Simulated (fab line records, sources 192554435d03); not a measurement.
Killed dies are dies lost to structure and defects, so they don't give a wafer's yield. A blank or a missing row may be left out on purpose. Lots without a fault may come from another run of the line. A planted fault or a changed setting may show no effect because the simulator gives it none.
Chamber matching | flow n5_finfet | N5_BEOL_M9_STRIP_19 on rie_diel-05: 4 sister chambers
The step strips in O2. 4 wafers are shown with their chamber, then 6 later ones without.

WAFERS WITH THEIR CHAMBER
wafer  | chamber | drypump_motor_current_A (A)
L279.6 | 3       | 5.7
L281.6 | 1       | 6.0
L284.2 | 0       | 6.1
L284.5 | 2       | 5.0

WAFERS WITHOUT THEIR CHAMBER
wafer  | drypump_motor_current_A (A)
L285.3 | 6.1
L285.4 | 6.0
L285.5 | 5.8
L286.1 | 5.7
L286.3 | 6.1
L286.4 | 6.0

WHICH CHAMBER EACH WENT THROUGH
wafer  | from the rows above | in truth
L285.3 | 0                   | 0
L285.4 | 1                   | 1
L285.5 | 3                   | 3
L286.1 | 3                   | 3
L286.3 | 0                   | 0
L286.4 | 1                   | 1
Placed correctly: 6 of 6. Can't be placed from these rows: 0. Placed wrongly: 0.
How it was worked out, from the rows above alone: a wafer's distance from a chamber is the root of the sum, over the readings, of the square of ((its reading less the chamber's mean) divided by the reading's scatter). The wafer belongs to the nearest chamber; if the next one is less than 2 further off, it can't be placed. A chamber's mean is the mean of its shown wafers. The scatter: with one shown wafer a chamber, the root of the mean of the squares of how far each hidden wafer lies from its nearest shown one.
